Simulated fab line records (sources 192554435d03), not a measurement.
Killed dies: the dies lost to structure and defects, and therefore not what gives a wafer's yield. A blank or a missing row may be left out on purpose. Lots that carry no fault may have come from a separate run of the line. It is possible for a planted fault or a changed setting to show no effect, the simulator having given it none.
Matching of chambers + flow n5 finfet + N5_DUMMY_GATE_ETCH_36 on rie diel-06 has 4 sister chambers
The step etches SiARC in CF4, target depth 13 nm. 18 wafers are shown with their chamber, then 9 later ones without.

== WAFERS, EACH WITH ITS CHAMBER ==
| wafer  | chamber | showerhead plenum p Torr (Torr) | drypump motor current A (A) | oes product au (a.u.) |
|--------|---------|---------------------------------|-----------------------------|-----------------------|
| L075.2 | 1       | 2.14                            | 6.4                         | 0.80                  |
| L075.4 | 2       | 2.19                            | 6.1                         | 0.67                  |
| L075.6 | 2       | 2.19                            | 6.1                         | 0.67                  |
| L077.1 | 1       | 2.13                            | 6.5                         | 0.81                  |
| L077.4 | 1       | 2.13                            | 6.5                         | 0.80                  |
| L077.5 | 3       | 2.06                            | 6.0                         | 0.73                  |
| L078.1 | 2       | 2.19                            | 6.1                         | 0.67                  |
| L078.3 | 3       | 2.06                            | 6.0                         | 0.73                  |
| L078.4 | 3       | 2.06                            | 5.9                         | 0.73                  |
| L079.1 | 3       | 2.06                            | 6.0                         | 0.73                  |
| L079.4 | 1       | 2.13                            | 6.5                         | 0.79                  |
| L079.6 | 1       | 2.13                            | 6.5                         | 0.80                  |
| L080.1 | 3       | 2.06                            | 6.0                         | 0.72                  |
| L080.4 | 1       | 2.13                            | 6.5                         | 0.79                  |
| L080.6 | 1       | 2.13                            | 6.5                         | 0.79                  |
| L087.1 | 3       | 2.06                            | 6.0                         | 0.71                  |
| L087.2 | 1       | 2.13                            | 6.5                         | 0.77                  |
| L087.5 | 0       | 1.99                            | 5.2                         | 0.81                  |

SIGNATURES (means of the wafers above)
| reading                  | chamber 0 | chamber 1 | chamber 2 | chamber 3 | scatter within a chamber |
|--------------------------|-----------|-----------|-----------|-----------|--------------------------|
| showerhead plenum p Torr | 1.9900    | 2.1313    | 2.1900    | 2.0600    | 0.0025                   |
| drypump motor current A  | 5.200     | 6.487     | 6.100     | 5.983     | 0.0349                   |
| oes product au           | 0.8100    | 0.7938    | 0.6700    | 0.7250    | 0.00977                  |
Rule: a wafer lies at a distance from a chamber equal to the root of the sum of squares, over the readings, of (its reading less the chamber's mean, divided by the reading's scatter). If the next closest chamber is less than 2 further off than the closest, the wafer can't be placed; otherwise it belongs to the closest. How the scatter is found: for the shown wafers, subtract from each reading the mean of its chamber, square and add these, divide the total by (wafers less chambers), then take the root.

== WAFERS MISSING THEIR CHAMBER ==
| wafer  | showerhead plenum p Torr (Torr) | drypump motor current A (A) | oes product au (a.u.) |
|--------|---------------------------------|-----------------------------|-----------------------|
| L091.1 | 2.19                            | 6.1                         | 0.96                  |
| L091.2 | 2.05                            | 6.0                         | 0.70                  |
| L091.6 | 2.19                            | 6.1                         | 0.96                  |
| L094.1 | 2.05                            | 6.0                         | 0.71                  |
| L094.2 | 2.12                            | 6.5                         | 0.77                  |
| L094.5 | 2.19                            | 6.1                         | 0.95                  |
| L097.2 | 2.18                            | 6.1                         | 0.92                  |
| L097.3 | 2.05                            | 6.0                         | 0.71                  |
| L097.6 | 2.18                            | 6.1                         | 0.93                  |

== THE CHAMBER EACH PASSED THROUGH ==
| wafer  | from the rows above     | in truth |
|--------|-------------------------|----------|
| L091.1 | can't be placed: 2 or 1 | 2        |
| L091.2 | 3                       | 3        |
| L091.6 | can't be placed: 2 or 1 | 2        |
| L094.1 | 3                       | 3        |
| L094.2 | 1                       | 1        |
| L094.5 | can't be placed: 2 or 1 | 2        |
| L097.2 | can't be placed: 1 or 2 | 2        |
| L097.3 | 3                       | 3        |
| L097.6 | can't be placed: 1 or 2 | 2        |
Correctly placed: 4 of 9. These rows do not allow placing 5 (true chamber among the candidates in 5). 0 placed wrongly.
